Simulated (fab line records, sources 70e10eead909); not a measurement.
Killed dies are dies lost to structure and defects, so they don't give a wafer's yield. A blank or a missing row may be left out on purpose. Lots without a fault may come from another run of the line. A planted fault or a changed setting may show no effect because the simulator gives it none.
fab line records | flow nand_harc
record lots=13 wafers=39 last_day=24
route steps=1159 shown A_BONDPAD@1060 THIN_TSV@1126 END@1159
lots that met no fault: from a run of the same line without faults
start_h: hours from the record's first day to the start of the lot's first wafer shown | wait_h: hours since the lot's step before | " the same as in the row above | L1.1+2: a row that stands for several wafers | - no value, or no start given | * or withheld: withheld | < > ~ a bound
route shown NAME@n: a module of which the file shows steps, and the number in the route of the first | usual: mean/standard deviation of fault-free wafers | same: alike in all rows | chamber/n: place in a boat | sites: the reading at each site | _std_site: their standard deviation | _edge_site: outer sites' mean less inner sites' | radius_mm: how far each site lies from the wafer's centre | mask NAME#n: copy n | behind: the tool/chamber that last shaped the wafer | hold: why the lot was held/for how many hours/how that ended | device: the transistor (n, p or np) that didn't switch | end of line: the same wafers' tests at the end of the route | a step without rows: its recipe alone | killed: dies lost to structure and defects at the first sort, not the wafer's yield | map: a wafer's dies, x killed, . not, _ none there
set.NAME: the setting as run; set.NAME@STEP: as run at that earlier step | model.NAME: the simulator's own value behind a step, which no gauge read
steps of the route over a sample of lots; a table a step, a row a wafer
services: from which hour (start_h, from the record's first day; less than 0 if before it) a tool's chamber was out of use, for how many hours, and why
## steps
# step NHARC_A_BONDPAD_CMP_29
# recipe target_thk_nm=200 material=SiCN
# usual motor_current_A=12.2/0.81 slurry_filter_dp_kPa=13.51/0.14
# columns lot.wafer tool chamber start_h wait_h motor_current_A slurry_filter_dp_kPa
L757.4 cmp-04 3 435.18 - 12.8 13.54
L757.2 " 2 " " 11.3 13.43
L757.5 " 0 " " 12.9 13.73
L754.4 cmp-04 2 438.71 - 10.7 13.57
L754.1 " 3 " " 12.8 13.57
L754.2 " 0 " " 12.5 13.49
L755.3 cmp-04 2 439.54 - 11.4 13.71
L755.1 " 0 " " 12.8 13.79
L755.6 " 2 " " 11.1 13.45
L758.3 cmp-02 0 464.50 - 13.2 13.54
L758.1 " 1 " " 11.3 13.43
L758.4 " 2 " " 12.5 13.66
L760.1 cmp-04 0 465.21 - 12.7 13.29
L760.2 " 2 " " 11.4 13.56
L760.6 " 0 " " 13.1 13.38
L759.3 cmp-04 2 485.64 - 11.6 13.41
L759.4 " 3 " " 12.8 13.68
L759.2 " 0 " " 11.8 13.64
L763.2 cmp-02 3 512.48 - 12.8 13.75
L763.3 " 0 " " 12.9 13.67
L763.4 " 2 " " 12.9 13.63
L762.2 cmp-01 2 514.10 - 12.3 13.49
L762.1 " 3 " " 11.1 13.26
L762.4 " 0 " " 12.0 13.55
L764.3 cmp-04 0 514.77 - 12.1 13.57
L764.1 " 2 " " 10.9 13.73
L764.4 " 3 " " 13.2 13.28
L765.4 cmp-04 3 519.67 - 13.3 13.39
L765.2 " 2 " " 10.8 13.39
L765.6 " 3 " " 13.6 13.46
L766.1 cmp-01 3 526.94 - 10.5 13.65
L766.2 " 0 " " 11.5 13.57
L766.4 " 1 " " 12.2 13.59
L770.1 cmp-04 0 535.29 - 11.7 13.51
L770.3 " 1 " " 12.1 13.66
L770.5 " 0 " " 12.0 13.50
L772.1 cmp-04 3 536.28 - 13.6 13.21
L772.6 " 1 " " 12.3 13.50
L772.5 " 2 " " 11.3 13.69
# step NHARC_A_BONDPAD_THK_MEAS_30
# recipe thk_meas_gauge=ellipsometry
# usual thk_nm=199.9/1.7
# columns lot.wafer tool chamber start_h wait_h thk_nm
L757.2 film_metro-01 - 435.44 0.2 201.6
L757.4 " - " " 201.1
L757.5 " - " " 202.6
L754.1 film_metro-01 - 438.96 0.2 200.0
L754.2 " - " " 200.5
L754.4 " - " " 199.9
L755.1 film_metro-01 - 439.77 0.2 201.2
L755.3 " - " " 200.3
L755.6 " - " " 199.1
L758.1 film_metro-01 - 464.73 0.2 196.7
L758.3 " - " " 201.8
L758.4 " - " " 202.1
L760.1 film_metro-01 - 465.46 0.2 201.1
L760.2 " - " " 198.7
L760.6 " - " " 202.4
L759.2 film_metro-01 - 485.86 0.1 203.3
L759.3 " - " " 200.7
L759.4 " - " " 201.0
L763.2 film_metro-01 - 512.74 0.2 200.5
L763.3 " - " " 201.4
L763.4 " - " " 199.2
L762.1 film_metro-01 - 514.33 0.2 200.3
L762.2 " - " " 195.8
L762.4 " - " " 200.8
L764.1 film_metro-01 - 515.02 0.2 201.2
L764.3 " - " " 201.5
L764.4 " - " " 199.4
L765.2 film_metro-01 - 519.93 0.2 201.5
L765.4 " - " " 200.2
L765.6 " - " " 200.1
L766.1 film_metro-01 - 527.17 0.2 200.9
L766.2 " - " " 199.3
L766.4 " - " " 200.2
L770.1 film_metro-02 - 535.54 0.2 200.3
L770.3 " - " " 199.1
L770.5 " - " " 202.2
L772.1 film_metro-02 - 536.48 0.2 198.1
L772.5 " - " " 199.6
L772.6 " - " " 197.4
# step NHARC_A_BONDPAD_ANNEAL_28
# recipe temp_c=225 time_s=90
# usual wafer_temp_C_max=225.65/0.24
# same time_s=90
# columns lot.wafer tool chamber start_h wait_h wafer_temp_C_max
L757.2 rtp_anneal-02 0 438.02 0.4 225.43
L757.4 " 0 " " 225.17
L757.5 " 0 " " 225.38
L754.1 rtp_anneal-02 0 441.47 - 225.36
L754.2 " 0 " " 225.52
L754.4 " 0 " " 225.59
L755.1 rtp_anneal-02 0 442.34 0.3 225.37
L755.3 " 0 " " 225.40
L755.6 " 0 " " 225.61
L758.1 rtp_anneal-02 0 467.25 0.3 225.43
L758.3 " 0 " " 225.62
L758.4 " 0 " " 225.70
L760.1 rtp_anneal-01 0 467.96 0.3 225.84
L760.2 " 0 " " 225.81
L760.6 " 0 " " 225.94
L759.2 rtp_anneal-02 0 488.38 - 225.35
L759.3 " 0 " " 225.55
L759.4 " 0 " " 225.56
L763.2 rtp_anneal-01 0 515.40 0.4 225.93
L763.3 " 0 " " 225.66
L763.4 " 0 " " 226.31
L762.1 rtp_anneal-01 0 516.83 - 225.66
L762.2 " 0 " " 225.78
L762.4 " 0 " " 225.97
L764.1 rtp_anneal-02 0 517.56 0.3 225.87
L764.3 " 0 " " 225.97
L764.4 " 0 " " 225.88
L765.2 rtp_anneal-02 0 522.49 0.3 225.71
L765.4 " 0 " " 225.63
L765.6 " 0 " " 225.54
L766.1 rtp_anneal-02 0 529.75 - 226.02
L766.2 " 0 " " 225.56
L766.4 " 0 " " 225.53
L770.1 rtp_anneal-02 0 538.39 0.3 225.41
L770.3 " 0 " " 225.67
L770.5 " 0 " " 225.73
L772.1 rtp_anneal-02 0 539.90 0.3 225.50
L772.5 " 0 " " 225.82
L772.6 " 0 " " 225.74
# step NHARC_THIN_TSV_STRIP_62
# recipe power_w=1500 temp_c=250 time_s=20 chemistry=N2/H2
# usual drypump_motor_current_A=5.5/0.38 heater_power_w=342/52 rf_refl_power_W=23.1/3
# same time_s=20
# columns lot.wafer tool chamber start_h wait_h drypump_motor_current_A heater_power_w rf_hours_counter_h rf_refl_power_W
L754.2 plasma_asher-02 1 455.24 - 5.1 285 29 26.4
L754.1 " 0 " " 5.7 392 29 21.6
L754.4 " 1 " " 5.1 288 - 26.7
L757.2 plasma_asher-02 0 457.44 - 5.7 389 31 21.7
L757.4 " 1 " " 5.1 292 - 26.7
L757.5 " 1 " " 5.1 284 - 26.3
L755.1 plasma_asher-02 0 460.42 - 5.7 384 34 21.7
L755.3 " 0 " " 5.7 385 - 21.3
L755.6 " 1 " " 5.0 283 - 27.0
L758.1 plasma_asher-02 1 484.21 - 5.0 281 43 26.4
L758.4 " 0 " " 5.7 398 - 21.4
L758.3 " 1 " " 5.1 278 - 27.3
L760.1 plasma_asher-01 1 485.48 - 6.2 346 7 23.8
L760.2 " 0 " " 5.5 321 7 17.7
L760.6 " 1 " " 6.2 346 - 23.6
L759.2 plasma_asher-02 1 506.04 - 5.1 279 47 -
L759.3 " 1 " " 5.1 285 - -
L759.4 " 0 " " 5.7 393 - -
L763.2 plasma_asher-02 0 534.97 - 5.7 396 57 20.7
L763.4 " 0 " " 5.7 401 - 21.8
L763.3 " 1 " " 5.1 284 - 27.3
L762.2 plasma_asher-02 0 536.07 - 5.7 392 58 -
L762.1 " 1 " " 5.1 288 58 -
L762.4 " 0 " " 5.7 401 - -
L764.1 plasma_asher-01 0 537.34 - 5.6 323 23 18.6
L764.4 " 0 " " 5.6 324 - 18.8
L764.3 " 1 " " 6.2 347 - 23.5
L765.2 plasma_asher-01 0 542.55 - 5.6 319 27 18.4
L765.4 " 1 " " 6.2 342 - 23.4
L765.6 " 0 " " 5.6 322 - 18.5
L766.2 plasma_asher-02 1 547.83 - 5.1 283 2 26.0
L766.1 " 0 " " 5.7 423 2 20.9
L766.4 " 0 " " 5.7 427 - 21.3
L770.1 plasma_asher-01 1 554.64 - 6.2 333 34 23.3
L770.3 " 0 " " 5.5 332 - 18.3
L770.5 " 1 " " 6.2 339 - 23.8
L772.1 plasma_asher-02 1 555.69 - 5.1 284 5 26.1
L772.5 " 1 " " 5.1 289 - 26.5
L772.6 " 0 " " 5.7 419 - 20.7
# step NHARC_END_SORT_01
# recipe temp_c=25
# usual defect_limited_yield=95.8/1.3 killed_at_array=24/8.7 killed_at_other=0.8/1.2 killed_at_periphery=3.6/2.3 killed_dies=28/8.9 killed_open=3.2/1.9 killed_short=2.0/1.6 sort_bin_2_pct=1.3/0.57 sort_bin_3_pct=0.22/0.19 sort_bin_4_pct=2.7/0.89 sort_n_pass=649/8.9 sort_rim_yield_pct=95/3.1 sort_yield_pct=95.8/1.3
# same gross_dies=677 sort_bin_5_pct[%]=0 sort_bin_6_pct[%]=0 sort_bin_7_pct[%]=0 sort_bin_8_pct[%]=0 sort_rim_n_gross=106.00
# columns lot.wafer tool chamber start_h wait_h defect_limited_yield[%] killed_at_array killed_at_other killed_at_periphery killed_dies killed_open killed_short sort_bin_2_pct[%] sort_bin_3_pct[%] sort_bin_4_pct[%] sort_n_pass sort_rim_yield_pct[%] sort_yield_pct[%]
L765.2 prober-01 0 562.53 2.8 87.6 33 50 1 84 2 3 3.7 2.22 6.5 593 86 87.6
L765.4 prober-01 0 564.14 3.4 95.7 28 0 1 29 2 5 1.8 0.15 2.4 648 95 95.7
L765.6 prober-01 0 565.75 4.0 86.1 34 58 2 94 1 3 4.4 3.10 6.4 583 83 86.1
L770.1 prober-02 0 569.59 2.5 96.0 25 0 2 27 5 1 1.6 0.30 2.1 650 92 96.0
L770.3 prober-02 0 571.19 3.1 87.1 33 51 3 87 3 3 4.9 2.22 5.8 590 87 87.1
L770.5 prober-02 0 572.80 3.7 93.8 39 0 3 42 5 1 2.8 0.44 3.0 635 100 93.8
# killed by level:class
L765.2 THIN_TSV:unspecified=49 A_SLIT:chamber_film_flake=18 A_CHANNEL_HOLE_D1:chamber_film_flake=8 A_CONTACT:geometric_particle:open=2 A_CONTACT:chamber_film_flake=2 P_M2:geometric_particle:short=1 A_ONON_D1:geometric_particle:short=1 A_M1:geometric_particle:short=1
L765.4 A_SLIT:chamber_film_flake=12 A_CHANNEL_HOLE_D1:chamber_film_flake=6 A_STAIRCASE:chamber_film_flake=3 A_ONON_D1:geometric_particle:short=2 P_M0:geometric_particle:short=1 A_CHANNEL_FILL_D1:geometric_particle:open=1 A_STAIRCASE:geometric_particle:short=1 A_CONTACT:geometric_particle:open=1
L765.6 THIN_TSV:unspecified=56 A_SLIT:chamber_film_flake=15 A_CHANNEL_HOLE_D1:chamber_film_flake=13 A_STAIRCASE:chamber_film_flake=2 THIN_TSV:chamber_film_flake=2 P_GATE:geometric_particle:short=1 A_WL_FILL:geometric_particle:short=1 A_BLC:geometric_particle:open=1
L770.1 A_SLIT:chamber_film_flake=14 A_M1:geometric_particle:open=2 A_STAIRCASE:chamber_film_flake=2 A_CONTACT:chamber_film_flake=2 P_M0:geometric_particle:open=1 A_WL_FILL:geometric_particle:short=1 A_BLC:geometric_particle:open=1 A_M0:geometric_particle:open=1
L770.3 THIN_TSV:unspecified=51 A_SLIT:chamber_film_flake=19 A_CHANNEL_HOLE_D1:chamber_film_flake=4 A_CHANNEL_FILL_D1:chamber_film_flake=2 A_CONTACT:chamber_film_flake=2 P_M0:geometric_particle:short=1 P_M0:geometric_particle:open=1 A_SOURCE_PLATE:geometric_particle:open=1
L770.5 A_SLIT:chamber_film_flake=21 A_STAIRCASE:chamber_film_flake=4 A_CONTACT:chamber_film_flake=4 A_CHANNEL_HOLE_D1:chamber_film_flake=3 A_WL_FILL:geometric_particle:open=2 P_BONDPAD:geometric_particle:open=1 A_ONON_D1:geometric_particle:short=1 A_ONON_D1:geometric_particle:open=1
## services
# columns tool chamber start_h hours kind
cmp-02 - 422.50 4.0 pm
cmp-02 - 426.50 - consumable_replace:conditioner
cmp-02 - 426.50 - consumable_replace:pad
plasma_asher-01 - 453.17 9.0 pm
plasma_asher-01 0 453.17 9.0 vent_cycle
plasma_asher-01 1 453.17 9.0 vent_cycle
plasma_asher-01 0 462.17 - clean
plasma_asher-01 1 462.17 - clean
cmp-01 - 480.28 4.0 pm
cmp-01 - 484.28 - consumable_replace:conditioner
cmp-01 - 484.28 - consumable_replace:pad
cmp-01 - 496.22 4.1 repair
cmp-04 - 497.07 4.0 pm
cmp-04 - 501.07 - consumable_replace:conditioner
cmp-04 - 501.07 - consumable_replace:pad
cmp-02 - 520.60 4.0 pm
cmp-02 - 524.60 - consumable_replace:conditioner
cmp-02 - 524.60 - consumable_replace:pad
plasma_asher-02 - 537.08 9.0 pm
plasma_asher-02 0 537.08 9.0 vent_cycle
plasma_asher-02 1 537.08 9.0 vent_cycle
plasma_asher-02 0 546.08 - clean
plasma_asher-02 1 546.08 - clean
## key
first_sign step=NHARC_END_SORT_01 reading=killed_at_other direction=up sigmas=43 usual=0.8 struck=53
effect step=NHARC_END_SORT_01 reading=killed_dies direction=up sigmas=6.8 usual=28 struck=88
more_kills_born_at NHARC_THIN_TSV_STRIP_62@plasma_asher-01=156
met_at NHARC_THIN_TSV_STRIP_62
struck_lots L765,L770
struck_wafers L765.2,L765.6,L770.3
not_acting_at NHARC_A_BONDPAD_CMP_29,NHARC_A_BONDPAD_THK_MEAS_30,NHARC_A_BONDPAD_ANNEAL_28
onset_between 537.34 542.55
fault kind=chamber_particle_source tool=plasma_asher-01 chamber=0 onset_h=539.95 steps=NHARC_THIN_TSV_STRIP_62 rate_per_visit_cm2=0.63144 end_h=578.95
